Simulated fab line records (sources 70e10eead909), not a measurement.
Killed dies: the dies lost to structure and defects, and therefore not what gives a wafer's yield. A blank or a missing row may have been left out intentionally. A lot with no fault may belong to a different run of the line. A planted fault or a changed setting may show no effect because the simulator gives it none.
fab line records	flow nand-harc
[record] lots = 5	wafers = 15	last-day = 23
route steps=1159 shown A_CHANNEL_HOLE_D1@457 END@1159
lots with no fault: from the same line, run without faults
start-h: hours from the record's first day to the start of the lot's first wafer shown	wait-h: hours elapsed since this lot's preceding step	" same as the row above	L1.1+2: several wafers, shown together as one row	- no value present, or no start provided	* or withheld: withheld	< > ~ a bound
route shown NAME@n: names a module that has steps shown in the file, with the first one's number in the route	usual: mean/standard deviation taken from wafers without a fault	same: alike in all rows	chamber/n: place in a boat	sites: the reading at each site	_std_site: standard deviation of those values	_edge_site: inner sites' mean taken away from outer sites' mean	radius-mm: how far each site lies from the wafer's centre	mask NAME#n: copy n	behind: the last tool/chamber to shape the wafer	hold: what put the lot on hold/how long, in hours/how the hold closed	device: the n, p or np transistor that did not switch	end of line: tests of these same wafers at the route's end	where a step has no rows: the recipe by itself	killed: dies lost to structure and defects at the first sort, not the wafer's yield	map: dies across one wafer; x = killed, . = not, _ = none there
set.NAME: the run value of the setting; set.NAME@STEP: its run value at that earlier step	model.NAME: the simulator's own value behind a step, which no gauge read
a table for each step, a row for each wafer; lots at some steps of the route
services: when a tool's chamber went out of use (start-h, in hours from the record's first day, below 0 if earlier), for how many hours, and the reason
[[steps]]
[step NHARC_A_CHANNEL_HOLE_D1_SOFTBAKE_05]
[recipe] temp-c = 105	time-s = 55
[step NHARC_A_CHANNEL_HOLE_D1_EBR_06]
[step NHARC_A_CHANNEL_HOLE_D1_EXPOSE_07]
[recipe] na = 1.35	target-cd-nm = 100	sigma-outer = 0.3	dose-mj = 59.65	mask-id = HOLE_D1
[step NHARC_A_CHANNEL_HOLE_D1_PEB_08]
[recipe] peb-temp-c = 100	peb-time-s = 65
[step NHARC_A_CHANNEL_HOLE_D1_DEVELOP_09]
[recipe] develop-time-s = 35	dev-temp-c = 23
[step NHARC_A_CHANNEL_HOLE_D1_CD_MEAS_10]
[recipe] target-cd-nm = 100	landing-energy-ev = 500
[usual] cd-nm = 100.0/0.53
lot.wafer	tool	chamber	start-h	wait-h	cd-nm
L621.2	cd-sem-03	0	195.84	-	100.1
L621.3	"	0	"	"	99.9
L621.5	"	0	"	"	99.2
L625.1	cd-sem-01	0	196.68	-	100.8
L625.2	"	0	"	"	100.3
L625.5	"	0	"	"	100.1
L627.2	cd-sem-01	0	216.94	-	100.3
L627.3	"	0	"	"	99.9
L627.4	"	0	"	"	100.5
L630.1	cd-sem-01	0	236.71	-	100.2
L630.3	"	0	"	"	99.3
L630.5	"	0	"	"	99.8
L637.1	cd-sem-03	0	282.73	-	100.0
L637.2	"	0	"	"	100.0
L637.5	"	0	"	"	100.5
[step NHARC_A_CHANNEL_HOLE_D1_OVL_MEAS_11]
[usual] overlay-x-nm = 0.1/0.89	overlay-y-nm = 0.2/0.83
lot.wafer	tool	chamber	start-h	wait-h	overlay-x-nm	overlay-y-nm
L621.2	overlay-02	-	195.93	-	-0.3	-0.5
L621.3	"	-	"	"	-0.1	0.3
L621.5	"	-	"	"	-0.3	0.0
L625.1	overlay-02	-	196.77	-	0.2	0.0
L625.2	"	-	"	"	-0.2	0.2
L625.5	"	-	"	"	-0.1	-0.3
L627.2	overlay-02	-	217.03	-	0.2	0.1
L627.3	"	-	"	"	-0.7	-0.2
L627.4	"	-	"	"	-0.2	0.1
L630.1	overlay-02	-	236.80	-	1.1	-0.2
L630.3	"	-	"	"	1.3	0.1
L630.5	"	-	"	"	1.0	-0.7
L637.1	overlay-01	-	282.82	-	0.0	-0.4
L637.2	"	-	"	"	0.2	-0.7
L637.5	"	-	"	"	0.0	-0.8
[step NHARC_A_CHANNEL_HOLE_D1_INSPECT_12]
[usual] raw-defect-count = 5.2/2.5
lot.wafer	tool	chamber	start-h	wait-h	raw-defect-count
L621.2	defect-inspect-01	-	195.96	0.0	14
L621.3	"	-	"	"	8
L621.5	"	-	"	"	4
L625.1	defect-inspect-02	-	196.81	0.0	3
L625.2	"	-	"	"	4
L625.5	"	-	"	"	7
L627.2	defect-inspect-01	-	217.07	0.0	5
L627.3	"	-	"	"	7
L627.4	"	-	"	"	12
L630.1	defect-inspect-02	-	236.84	0.0	4
L630.3	"	-	"	"	5
L630.5	"	-	"	"	3
L637.1	defect-inspect-02	-	282.85	0.0	7
L637.2	"	-	"	"	4
L637.5	"	-	"	"	9
[step NHARC_A_CHANNEL_HOLE_D1_DESCUM_15]
[recipe] time-s = 3	o2-flow-sccm = 200	ar-flow-sccm = 0	bias-power-w = 0	chemistry = O2
[usual] drypump-motor-current-A = 5.8/0.47	mfc-ar-sccm = 0.011/0.013	oes-product-au = 1.002/0.013	rf-vpp-V = 57.7/0.79	showerhead-plenum-p-Torr = 1.90/0.07	throttle-valve-pct = 11.312/0.0088
lot.wafer	tool	chamber	start-h	wait-h	drypump-motor-current-A	mfc-ar-sccm	oes-product-au	rf-hours-counter-h	rf-vpp-V	showerhead-plenum-p-Torr	throttle-valve-pct
L621.2	rie-diel-10	2	196.03	0.1	5.9	0.001	0.996	2	57.8	1.93	11.311
L621.3	"	3	"	"	6.3	0	1.002	1	58.8	1.91	11.304
L621.5	"	2	"	"	5.9	0.001	1.004	-	58.8	1.93	11.313
L625.2	rie-diel-08	2	196.88	0.1	6.2	0	0.998	5	57.0	1.79	11.313
L625.1	"	0	"	"	5.8	0.023	1.000	5	57.2	2.01	11.304
L625.5	"	1	"	"	5.4	0.037	1.018	-	58.6	1.83	11.316
L627.2	rie-diel-10	3	217.13	0.1	6.3	0	1.010	3	56.3	1.91	11.309
L627.3	"	0	"	"	5.4	0	1.006	4	57.6	1.90	11.305
L627.4	"	1	"	"	5.2	0	1.017	4	58.3	2.04	11.317
L630.1	rie-diel-08	3	236.91	0.1	6.4	0	0.982	5	57.1	1.94	11.311
L630.3	"	1	"	"	5.3	0.037	1.013	7	58.0	1.83	11.319
L630.5	"	2	"	"	6.2	0	1.008	-	56.1	1.79	11.300
L637.2	rie-diel-01	0	282.92	0.1	5.2	0	1.025	9	58.0	1.95	11.309
L637.1	"	1	"	"	5.5	0.029	0.988	9	58.0	1.83	11.314
L637.5	"	1	"	"	5.6	0.029	0.978	-	57.8	1.83	11.302
[step NHARC_A_CHANNEL_HOLE_D1_ETCH_38]
[recipe] target-depth-a = 390	over-etch-frac = 0.3	time-s = 65	ion-energy-ev = 80	cf4-flow-sccm = 150	ar-flow-sccm = 0	rf-w = 300	bias-w = 100	chemistry = CF4
[usual] drypump-motor-current-A = 5.7/0.46	mfc-ar-sccm = 0.011/0.014	oes-product-au = 1.004/0.014	rf-vpp-V = 151.2/1.2	run-length-s = 86.4/0.42	showerhead-plenum-p-Torr = 1.76/0.06	throttle-valve-pct = 13.285/0.009
lot.wafer	tool	chamber	start-h	wait-h	drypump-motor-current-A	mfc-ar-sccm	oes-product-au	rf-hours-counter-h	rf-vpp-V	run-length-s	showerhead-plenum-p-Torr	throttle-valve-pct
L621.2	rie-diel-10	0	196.12	0.1	5.4	0	0.996	2	149.7	85.8	1.75	13.281
L621.3	"	1	"	"	5.1	0	1.020	2	152.7	86.7	1.88	13.273
L621.5	"	2	"	"	5.8	0.001	1.000	-	150.4	85.6	1.79	13.287
L625.1	rie-diel-08	1	196.95	0.1	5.3	0.037	1.011	5	151.7	86.4	1.70	13.292
L625.2	"	2	"	"	6.2	0	1.005	5	148.6	86.7	1.67	13.274
L625.5	"	2	"	"	6.2	0	1.006	-	149.2	86.5	1.67	13.280
L627.3	rie-diel-10	2	217.22	0.1	5.8	0.001	1.004	4	150.4	85.8	1.79	13.293
L627.2	"	3	"	"	6.3	0	1.002	3	150.2	86.6	1.77	13.263
L627.4	"	1	"	"	5.2	0	1.005	4	153.5	86.7	1.88	13.292
L630.1	rie-diel-08	2	236.99	0.1	6.2	0	1.010	8	149.4	86.7	1.67	13.292
L630.3	"	1	"	"	5.3	0.037	1.021	7	150.6	86.3	1.70	13.289
L630.5	"	3	"	"	6.4	0	0.986	-	151.7	86.5	1.79	13.281
L637.1	rie-diel-01	0	283.00	0.1	5.2	0	1.022	9	151.6	87.0	1.80	13.291
L637.2	"	2	"	"	6.6	0.006	0.981	8	153.0	85.9	1.77	13.284
L637.5	"	1	"	"	5.5	0.029	0.988	-	150.3	86.0	1.70	13.285
[step NHARC_A_CHANNEL_HOLE_D1_ETCH_39]
[recipe] target-depth-a = 2600	over-etch-frac = 0.3	time-s = 325	ion-energy-ev = 200	n2-flow-sccm = 150	h2-flow-sccm = 150	ar-flow-sccm = 0	rf-w = 400	bias-w = 150	chemistry = N2/H2
[usual] drypump-motor-current-A = 5.8/0.48	mfc-ar-sccm = 0.010/0.013	n2-flow-sccm = 150.1/0.5	oes-product-au = 1.003/0.013	rf-vpp-V = 430.4/2.2	run-length-s = 346.3/0.4	showerhead-plenum-p-Torr = 2.04/0.075	throttle-valve-pct = 14.172/0.0094
lot.wafer	tool	chamber	start-h	wait-h	drypump-motor-current-A	mfc-ar-sccm	n2-flow-sccm	oes-product-au	rf-hours-counter-h	rf-vpp-V	run-length-s	showerhead-plenum-p-Torr	throttle-valve-pct
L621.3	rie-diel-10	0	-	-	5.4	0	150.7	0.998	2	429.6	346.1	2.02	14.185
L621.2	"	1	"	"	5.1	0	150.1	1.024	2	433.2	346.8	2.18	14.162
L621.5	"	1	"	"	5.1	0	150.2	1.023	-	433.0	347.1	2.18	14.167
L625.2	rie-diel-08	3	-	-	6.4	0	150.7	0.992	4	431.6	346.8	2.07	14.155
L625.1	"	2	"	"	6.2	0	150.7	1.001	5	426.6	347.1	1.91	14.176
L625.5	"	0	"	"	5.8	0.023	149.9	1.006	-	432.8	346.8	2.15	14.172
L627.2	rie-diel-10	3	-	-	6.3	0	149.5	1.003	3	429.8	346.6	2.04	14.169
L627.3	"	1	"	"	5.1	0	149.9	1.015	4	435.2	346.8	2.18	14.181
L627.4	"	2	"	"	5.9	0.001	150.3	0.989	4	431.7	345.7	2.06	14.166
L630.3	rie-diel-08	0	-	-	5.8	0.023	150.6	1.012	7	432.8	346.7	2.14	14.174
L630.1	"	1	"	"	5.3	0.037	150.8	1.001	7	428.5	346.6	1.95	14.152
L630.5	"	0	"	"	5.8	0.023	150.9	1.001	-	432.8	346.9	2.14	14.174
L637.2	rie-diel-01	1	-	-	5.5	0.029	149.8	0.982	9	428.6	346.2	1.95	14.150
L637.1	"	0	"	"	5.1	0	150.0	1.017	9	430.7	347.1	2.08	14.178
L637.5	"	2	"	"	6.6	0.006	150.9	0.983	-	429.8	346.4	2.04	14.165
[step NHARC_A_CHANNEL_HOLE_D1_ETCH_34]
[recipe] target-depth-a = 1540	time-s = 77	cf4-flow-sccm = 100	chf3-flow-sccm = 30	ar-flow-sccm = 0	rf-w = 500	bias-w = 200	chemistry = CF4/CHF3
[usual] drypump-motor-current-A = 5.7/0.46	mfc-ar-sccm = 0.011/0.013	oes-product-au = 0.951/0.024	rf-vpp-V = 370.4/2	run-length-s = 98.4/0.39	showerhead-plenum-p-Torr = 1.57/0.055	throttle-valve-pct = 16.802/0.0086
lot.wafer	tool	chamber	start-h	wait-h	drypump-motor-current-A	mfc-ar-sccm	oes-product-au	rf-hours-counter-h	rf-vpp-V	run-length-s	showerhead-plenum-p-Torr	throttle-valve-pct
L621.3	rie-diel-10	2	-	-	5.9	0.001	0.946	2	371.0	97.9	1.59	16.820
L621.2	"	3	"	"	6.3	0	0.978	1	371.1	99.1	1.57	16.808
L621.5	"	0	"	"	5.4	0	0.972	-	370.1	98.1	1.56	16.814
L625.2	rie-diel-08	1	-	-	5.3	0.037	0.941	5	366.8	98.7	1.51	16.803
L625.1	"	3	"	"	6.4	0	0.926	4	370.1	98.6	1.60	16.790
L625.5	"	0	"	"	5.8	0.023	0.921	-	372.6	98.6	1.65	16.787
L627.4	rie-diel-10	1	-	-	5.1	0	0.986	4	373.5	99.2	1.67	16.811
L627.2	"	2	"	"	5.9	0.001	0.971	4	372.3	98.1	1.59	16.797
L627.3	"	3	"	"	6.3	0	0.958	4	371.3	98.7	1.57	16.794
L630.1	rie-diel-08	3	-	-	6.5	0	0.942	5	371.8	98.7	1.60	16.797
L630.3	"	0	"	"	5.8	0.023	0.958	7	374.0	98.5	1.65	16.804
L630.5	"	1	"	"	5.3	0.037	0.979	-	368.5	98.4	1.51	16.789
L637.1	rie-diel-01	0	-	-	5.2	0	0.934	9	371.2	98.9	1.60	16.801
L637.2	"	1	"	"	5.5	0.029	0.910	9	368.6	98.2	1.51	16.807
L637.5	"	0	"	"	5.2	0	0.942	-	371.3	98.7	1.60	16.809
[step NHARC_A_CHANNEL_HOLE_D1_ETCH_16]
[recipe] target-depth-a = 31000	over-etch-frac = 0.3	time-s = 806	ion-energy-ev = 150	o2-flow-sccm = 400	cos-flow-sccm = 20	ar-flow-sccm = 0	rf-w = 500	bias-w = 300	chemistry = O2/COS
[usual] drypump-motor-current-A = 5.8/0.48	mfc-ar-sccm = 0.010/0.013	oes-product-au = 1.002/0.013	rf-vpp-V = 313.9/1.9	run-length-s = 827.3/0.41	showerhead-plenum-p-Torr = 3.11/0.11	throttle-valve-pct = 28.331/0.0084
lot.wafer	tool	chamber	start-h	wait-h	drypump-motor-current-A	mfc-ar-sccm	oes-product-au	rf-hours-counter-h	rf-vpp-V	run-length-s	showerhead-plenum-p-Torr	throttle-valve-pct
L621.3	rie-diel-10	3	196.55	-	6.3	0	0.999	1	315.5	827.6	3.12	28.331
L621.2	"	0	"	"	5.4	0	0.996	2	313.5	826.7	3.10	28.330
L621.5	"	3	"	"	6.3	0	0.995	-	316.4	827.5	3.12	28.332
L625.2	rie-diel-08	1	197.40	-	5.4	0.037	1.022	5	312.3	827.0	3.00	28.335
L625.1	"	0	"	"	5.8	0.023	1.000	5	318.4	827.5	3.27	28.334
L625.5	"	1	"	"	5.4	0.037	1.015	-	312.6	826.9	3.00	28.336
L627.4	rie-diel-10	0	217.66	-	5.4	0	1.016	4	314.4	648.3	3.09	28.323
L627.3	"	2	"	"	5.9	0.001	1.002	4	314.2	826.7	3.15	28.342
L627.2	"	3	"	"	6.3	0	1.006	4	315.2	827.7	3.12	28.337
L630.1	rie-diel-08	1	237.43	-	5.4	0.037	1.021	8	312.4	827.0	3.00	28.330
L630.3	"	3	"	"	6.4	0	0.982	6	313.9	827.4	3.17	28.333
L630.5	"	1	"	"	5.4	0.037	1.011	-	310.7	827.0	3.00	28.331
L637.1	rie-diel-01	2	283.50	-	6.6	0.006	0.982	9	315.5	826.8	3.12	28.334
L637.2	"	3	"	"	5.5	0.017	1.003	10	311.4	826.9	3.04	28.318
L637.5	"	1	"	"	5.5	0.029	0.990	-	314.0	827.2	3.00	28.340
[step NHARC_A_CHANNEL_HOLE_D1_CD_MEAS_18]
[usual] cd-nm = 99.4/2.2
lot.wafer	tool	chamber	start-h	wait-h	cd-nm
L621.2	cd-sem-01	-	197.13	-	102.1
L621.3	"	-	"	"	103.9
L621.5	"	-	"	"	102.0
L625.1	cd-sem-01	-	197.98	-	99.3
L625.2	"	-	"	"	95.8
L625.5	"	-	"	"	99.5
L627.2	cd-sem-02	-	218.24	-	102.9
L627.3	"	-	"	"	100.1
L627.4	"	-	"	"	98.1
L630.1	cd-sem-02	-	238.01	-	96.8
L630.3	"	-	"	"	96.9
L630.5	"	-	"	"	97.6
L637.1	cd-sem-01	-	284.03	-	100.0
L637.2	"	-	"	"	96.9
L637.5	"	-	"	"	101.3
[step NHARC_END_SORT_01]
[recipe] temp-c = 25
[usual] killed-at-array = 26/11	killed-at-other = 0.6/1	killed-at-periphery = 3.1/2.1	killed-dies = 30/11	killed-open = 3.4/1.8	killed-short = 2.1/1.5
[same] gross-dies = 677
lot.wafer	tool	chamber	start-h	wait-h	killed-at-array	killed-at-other	killed-at-periphery	killed-dies	killed-open	killed-short
L627.4	prober-02	0	489.10	3.5	210	0	1	211	2	0
// killed by level:class
L627.4 A_CHANNEL_HOLE_D1:area-etch=194 A_CHANNEL_HOLE_D1:chamber-film-flake=5 A_CONTACT:chamber-film-flake=4 A_WL_FILL:chamber-film-flake=2 A_WL_FILL:geometric-particle:open=1 A_BLC:geometric-particle:open=1 P_GATE:chamber-film-flake=1 A_ZERO_WELL:chamber-film-flake=1
// map L627.4 (x killed, . not)
____________x____________
_________xxxx.xx_________
_______xxxx.x.xxxx_______
______.xx....x....x______
_____x.xxx........x._____
____xx....x...x...xx.____
____x.x............x.____
___xxx........x..x..x.___
___x.x..............x.___
__xxxx..............x.x__
__.x..xx...............__
_x.x.................xxx_
_xxx...................x_
_x..x..............x...x_
_x....................xx_
_x......................_
xx.....x.............x..x
xxxx...................xx
xx.....x...............xx
xx.x..x............x.x.xx
xx................x...xxx
_xxx.................x.x_
_xx...x................x_
_xx.x................x.x_
_xxxx...x......x.......x_
_xx.................x..x_
__xxx.............x.xx.__
__x.x..........x..x..xx__
___xxx.xxx......x..xxx___
___.x..x......x...xxxx___
____xxxxxxx...x..xxxx____
____xxxx...xx...x.x.x____
_____xxx.xx.xxxxx.xx_____
______x.x..xxxxxx.x______
_______xx..xxxxxx._______
_________xxxxxxx_________
____________x____________
// map L621.3 (x killed, . not)
____________.____________
_________......._________
_______.x........._______
______.............______
_____..............._____
____.x...............____
____.................____
___...................___
___...................___
__.....................__
__...............x.....__
_.............x........._
_......................._
_......................._
_......................._
_....................x.._
........x................
.........................
.....x...................
..................x......
.........................
_.....................x._
_......................._
_.x....x................_
_......................._
_...x..................._
__.....x...............__
__.....................__
___...................___
___...................___
____......x..........____
____.......x.........____
_____..............._____
______.............______
_______..........x_______
_________.....x._________
____________.____________
[[services]]
tool	chamber	start-h	hours	kind
rie-diel-10	-	176.50	9.0	pm
rie-diel-10	0	176.50	9.0	vent-cycle
rie-diel-10	1	176.50	9.0	vent-cycle
rie-diel-10	2	176.50	9.0	vent-cycle
rie-diel-10	3	176.50	9.0	vent-cycle
rie-diel-08	0	182.83	-	clean
rie-diel-08	1	182.83	-	clean
rie-diel-08	2	182.83	-	clean
rie-diel-08	3	182.83	-	clean
rie-diel-10	0	185.50	-	clean
rie-diel-10	1	185.50	-	clean
rie-diel-10	2	185.50	-	clean
rie-diel-10	3	185.50	-	clean
rie-diel-08	1	205.09	8.1	repair
rie-diel-08	0	207.33	-	clean
rie-diel-08	2	207.33	-	clean
rie-diel-08	3	207.33	-	clean
rie-diel-08	3	208.89	9.3	repair
rie-diel-10	0	210.02	-	clean
rie-diel-10	1	210.02	-	clean
rie-diel-08	3	229.92	1.3	repair
rie-diel-08	0	240.69	1.9	repair
rie-diel-10	3	274.73	2.4	repair
rie-diel-08	3	280.44	3.5	repair
[[key]]
[first-sign] step = NHARC_A_CHANNEL_HOLE_D1_ETCH_16	reading = run-length-s	direction = down	sigmas = 99+	usual = *	struck = *
[effect] step = NHARC_END_SORT_01	reading = killed-at-array	direction = up	sigmas = 17	usual = 26	struck = 210
[more-kills-born-at] NHARC_A_CHANNEL_HOLE_D1_ETCH_16@rie-diel-10 = 194
met-at NHARC_A_CHANNEL_HOLE_D1_ETCH_16
struck-wafers L627.4
tester-left-out L627
onset-between 196.55 217.66
[fault] kind = process-parameter-drift	tool = rie-diel-10	chamber = 0	onset-h = 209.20	steps = NHARC_A_CHANNEL_HOLE_D1_ETCH_16	channel = time-s	offset = *	shape = step	end-h = 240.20	acts-in = *	stated = *
// tester-left-out: of these lots the tester's yield and bins aren't shown, on N5 and GAA mostly nor the transistor test; their killed dies are dies lost to structure and defects alone, not to doping, threshold or leakage, so they don't give the yield
